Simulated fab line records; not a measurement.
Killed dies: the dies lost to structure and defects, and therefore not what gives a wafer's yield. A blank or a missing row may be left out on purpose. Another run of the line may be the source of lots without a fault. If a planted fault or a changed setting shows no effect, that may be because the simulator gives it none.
Matching of chambers | flow n5-finfet | 3 sister chambers for N5_FIN_SAQP_PECVD_48 on pecvd-04
The step deposits SiNx from SiH4/NH3/N2, target thk 25 nm, time 22.1 s. 27 wafers are shown with their chamber, then 12 later ones without.

EACH WAFER AND ITS CHAMBER
wafer  | chamber | throttle-valve-pct (%) | showerhead-vpp-V (V) | showerhead-plenum-p-Torr (Torr)
L077.1 | 2       | 37.5                   | 1045                 | 5.14
L077.2 | 0       | 41.6                   | 1058                 | 5.12
L077.4 | 2       | 37.6                   | 1061                 | 5.15
L079.2 | 0       | 41.6                   | 1058                 | 5.10
L079.3 | 1       | 43.2                   | 1206                 | 5.13
L079.5 | 0       | 41.7                   | 1067                 | 5.11
L081.1 | 0       | 41.7                   | 1061                 | 5.11
L081.3 | 2       | 37.9                   | 1042                 | 5.14
L081.6 | 0       | 41.7                   | 1075                 | 5.11
L083.3 | 0       | 41.7                   | 1059                 | 5.11
L083.4 | 2       | 37.5                   | 1059                 | 5.14
L083.6 | 0       | 41.8                   | 1083                 | 5.09
L084.1 | 1       | 43.4                   | 1179                 | 5.13
L084.5 | 0       | 41.8                   | 1066                 | 5.11
L084.6 | 2       | 37.7                   | 1045                 | 5.13
L087.1 | 2       | 37.7                   | 1044                 | 5.15
L087.3 | 1       | 43.4                   | 1216                 | 5.13
L087.5 | 2       | 37.8                   | 1055                 | 5.14
L088.1 | 1       | 43.7                   | 1227                 | 5.13
L088.2 | 0       | 41.8                   | 1061                 | 5.10
L088.4 | 2       | 37.9                   | 1040                 | 5.15
L091.4 | 0       | 41.8                   | 1045                 | 5.12
L091.5 | 1       | 43.2                   | 1223                 | 5.13
L091.6 | 2       | 37.9                   | 1037                 | 5.15
L092.1 | 1       | 43.4                   | 1201                 | 5.13
L092.2 | 0       | 41.8                   | 1072                 | 5.11
L092.4 | 0       | 41.7                   | 1057                 | 5.10

SIGNATURES, as means of the wafers listed above
reading                  | chamber 0 | chamber 1 | chamber 2 | scatter within a chamber
throttle-valve-pct       | 41.725    | 43.383    | 37.722    | 0.136
showerhead-vpp-V         | 1063.50   | 1208.67   | 1047.56   | 11.6
showerhead-plenum-p-Torr | 5.1075    | 5.1300    | 5.1433    | 0.00714
Rule: for each reading, subtract the chamber's mean from the wafer's reading, divide by that reading's scatter and square the result; add these up over the readings and take the root, which gives the wafer's distance from the chamber. The wafer belongs to the nearest chamber; if the next one is less than 2 further off, it can't be placed. How the scatter is found: for the shown wafers, subtract from each reading the mean of its chamber, square and add these, divide the total by (wafers less chambers), then take the root.

WAFERS WITH NO CHAMBER GIVEN
wafer  | throttle-valve-pct (%) | showerhead-vpp-V (V) | showerhead-plenum-p-Torr (Torr)
L093.1 | 43.4                   | 1189                 | 5.12
L093.4 | 38.2                   | 1045                 | 5.14
L093.5 | 43.5                   | 1209                 | 5.13
L095.1 | 43.4                   | 1216                 | 5.13
L095.3 | 38.0                   | 1053                 | 5.14
L095.6 | 43.4                   | 1217                 | 5.14
L096.1 | 37.8                   | 1035                 | 5.15
L096.5 | 43.4                   | 1225                 | 5.14
L096.6 | 38.0                   | 1039                 | 5.15
L097.1 | 37.9                   | 1065                 | 5.15
L097.2 | 41.8                   | 1049                 | 5.10
L097.6 | 38.4                   | 1026                 | 5.14

CHAMBER TAKEN BY EACH
wafer  | from the rows above | in truth
L093.1 | 1                   | 1
L093.4 | 2                   | 2
L093.5 | 1                   | 1
L095.1 | 1                   | 1
L095.3 | 2                   | 2
L095.6 | 1                   | 1
L096.1 | 2                   | 2
L096.5 | 1                   | 1
L096.6 | 2                   | 2
L097.1 | 2                   | 2
L097.2 | 0                   | 0
L097.6 | 2                   | 2
Correct placement for 12 of the 12. Can't be placed from these rows: 0. Number placed wrongly: 0.
